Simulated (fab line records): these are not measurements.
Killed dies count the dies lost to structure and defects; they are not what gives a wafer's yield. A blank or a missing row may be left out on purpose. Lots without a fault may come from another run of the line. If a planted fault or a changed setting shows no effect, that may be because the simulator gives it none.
Lot-split experiment || flow n5-finfet || on a route of 1938 steps: 7 lots, 21 wafers read

== ABOUT THE SPLIT ==
At N5_BEOL_M9_ILD_DEP_00 (deposits SiCOH lowk from DEMS/porogen, target thk 308.51 nm, time 58 s), the setting time-s was moved away from the recipe's 58 s on 7 of the 21 wafers read, by -7.7% to +11.2%. The other wafers ran this setting at the recipe's value.

== FROM THE SPLIT ON TO THE READING: in between, the file shows 1 step ==
- N5_BEOL_M9_CURE_71: cures SiCOH lowk, time 240 s

== THE READING ==
At N5_BEOL_M9_THK_MEAS_01: M9_ILD_THK, given in nm. On this fab line, fault-free wafers typically give 268 nm with a standard deviation of 4 nm.

{"wafer": "L075.1", "tool, chamber at the split": "pecvd-03, 2", "time-s as run, s": 58, "against the recipe": "recipe", "M9_ILD_THK, nm": 266, "against lot-mates on the recipe": "-"}
{"wafer": "L075.2", "tool, chamber at the split": "pecvd-03, 1", "time-s as run, s": 58, "against the recipe": "recipe", "M9_ILD_THK, nm": 265, "against lot-mates on the recipe": "-"}
{"wafer": "L075.5", "tool, chamber at the split": "pecvd-03, 2", "time-s as run, s": 58, "against the recipe": "recipe", "M9_ILD_THK, nm": 270, "against lot-mates on the recipe": "-"}
{"wafer": "L081.1", "tool, chamber at the split": "pecvd-03, 1", "time-s as run, s": 58, "against the recipe": "recipe", "M9_ILD_THK, nm": 263, "against lot-mates on the recipe": "-"}
{"wafer": "L081.2", "tool, chamber at the split": "pecvd-03, 2", "time-s as run, s": 53.54, "against the recipe": "-7.7%", "M9_ILD_THK, nm": 240, "against lot-mates on the recipe": -23}
{"wafer": "L081.5", "tool, chamber at the split": "pecvd-03, 2", "time-s as run, s": 53.54, "against the recipe": "-7.7%", "M9_ILD_THK, nm": 243, "against lot-mates on the recipe": -20}
{"wafer": "L084.1", "tool, chamber at the split": "pecvd-03, 0", "time-s as run, s": 58, "against the recipe": "recipe", "M9_ILD_THK, nm": 263, "against lot-mates on the recipe": "-"}
{"wafer": "L084.3", "tool, chamber at the split": "pecvd-03, 1", "time-s as run, s": 58, "against the recipe": "recipe", "M9_ILD_THK, nm": 263, "against lot-mates on the recipe": "-"}
{"wafer": "L084.6", "tool, chamber at the split": "pecvd-03, 0", "time-s as run, s": 58, "against the recipe": "recipe", "M9_ILD_THK, nm": 269, "against lot-mates on the recipe": "-"}
{"wafer": "L089.3", "tool, chamber at the split": "pecvd-02, 2", "time-s as run, s": 58, "against the recipe": "recipe", "M9_ILD_THK, nm": 262, "against lot-mates on the recipe": "-"}
{"wafer": "L089.5", "tool, chamber at the split": "pecvd-02, 1", "time-s as run, s": 55.76, "against the recipe": "-3.9%", "M9_ILD_THK, nm": 258, "against lot-mates on the recipe": -4}
{"wafer": "L089.6", "tool, chamber at the split": "pecvd-02, 2", "time-s as run, s": 55.76, "against the recipe": "-3.9%", "M9_ILD_THK, nm": 252, "against lot-mates on the recipe": -10}
{"wafer": "L092.3", "tool, chamber at the split": "pecvd-03, 2", "time-s as run, s": 58, "against the recipe": "recipe", "M9_ILD_THK, nm": 263, "against lot-mates on the recipe": "-"}
{"wafer": "L092.4", "tool, chamber at the split": "pecvd-03, 2", "time-s as run, s": 58, "against the recipe": "recipe", "M9_ILD_THK, nm": 268, "against lot-mates on the recipe": "-"}
{"wafer": "L092.5", "tool, chamber at the split": "pecvd-03, 1", "time-s as run, s": 58, "against the recipe": "recipe", "M9_ILD_THK, nm": 273, "against lot-mates on the recipe": "-"}
{"wafer": "L094.1", "tool, chamber at the split": "pecvd-01, 1", "time-s as run, s": 58, "against the recipe": "recipe", "M9_ILD_THK, nm": 269, "against lot-mates on the recipe": "-"}
{"wafer": "L094.3", "tool, chamber at the split": "pecvd-01, 0", "time-s as run, s": 58, "against the recipe": "recipe", "M9_ILD_THK, nm": 269, "against lot-mates on the recipe": "-"}
{"wafer": "L094.6", "tool, chamber at the split": "pecvd-01, 0", "time-s as run, s": 64.52, "against the recipe": "+11.2%", "M9_ILD_THK, nm": 307, "against lot-mates on the recipe": "+38"}
{"wafer": "L096.1", "tool, chamber at the split": "pecvd-01, 2", "time-s as run, s": 62.31, "against the recipe": "+7.4%", "M9_ILD_THK, nm": 283, "against lot-mates on the recipe": "+11"}
{"wafer": "L096.3", "tool, chamber at the split": "pecvd-01, 0", "time-s as run, s": 62.31, "against the recipe": "+7.4%", "M9_ILD_THK, nm": 288, "against lot-mates on the recipe": "+16"}
{"wafer": "L096.6", "tool, chamber at the split": "pecvd-01, 1", "time-s as run, s": 58, "against the recipe": "recipe", "M9_ILD_THK, nm": 272, "against lot-mates on the recipe": "-"}

FIT RESULTS
A straight line over all 21 wafers: M9_ILD_THK changes by +3.15 nm for each +1% of time-s; r = +0.97; the points scatter about the line by 3.8 nm.
The same after taking each lot's own level away (the mean of its wafers on the recipe; 21 wafers): +2.63 nm for each +1%; r = +0.95; scatter 3.9 nm.
The reading moves by 30 nm for the largest change in time-s, on that fit.
From 262.0 to 272.0 nm: that is the span of the lots' own levels, equal to 2.5 times the standard deviation above.
Thus the slope moves with the lot-to-lot level: the two fits are different.
Check: for one of the wafers moved furthest among these (+11.2%), held out of the fit, the line's prediction against its lot-mates is +24.7 nm. It came out at +38 nm against them.

== THESE WAFERS: OTHER SPLITS ==
Note: prior to the reading, these wafers also went through further splits. Each is held against what the fit with the lots' levels taken away leaves over:
{"other split on the same wafers": "N5_BEOL_M7_TRENCH_ETCH_37 time-s", "wafers away from the commonest value": 5, "r with M9_ILD_THK (lot level and that fit taken away)": "+0.02"}

== THE WHOLE CHAIN: every reading that the file lists as answering this split, in the file's order ==
{"step": "N5_BEOL_M9_ILD_DEP_00", "what it does": "deposits SiCOH lowk from DEMS/porogen, target thk 308.51 nm, time 58 s", "reading": "SiCOH_lowk_of_BEOL_M9_ILD_DEP_00.thk-nm (the simulator's own value, which no gauge read)", "change (the file's fit)": "+3.16 nm for each +1% of the setting", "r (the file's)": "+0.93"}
{"step": "N5_BEOL_M9_CURE_71", "what it does": "cures SiCOH lowk, time 240 s", "reading": "SiCOH_lowk_of_BEOL_M9_ILD_DEP_00.thk-nm (the simulator's own value, which no gauge read)", "change (the file's fit)": "+2.8 nm for each +1% of the setting", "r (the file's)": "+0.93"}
{"step": "N5_BEOL_M9_THK_MEAS_01", "what it does": "", "reading": "M9_ILD_THK", "change (the file's fit)": "+2.8 for each +1% of the setting", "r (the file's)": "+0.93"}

== THE FILE'S OWN FIT ==
M9_ILD_THK changes by +2.8 nm for each +1% of time-s, r = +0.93.
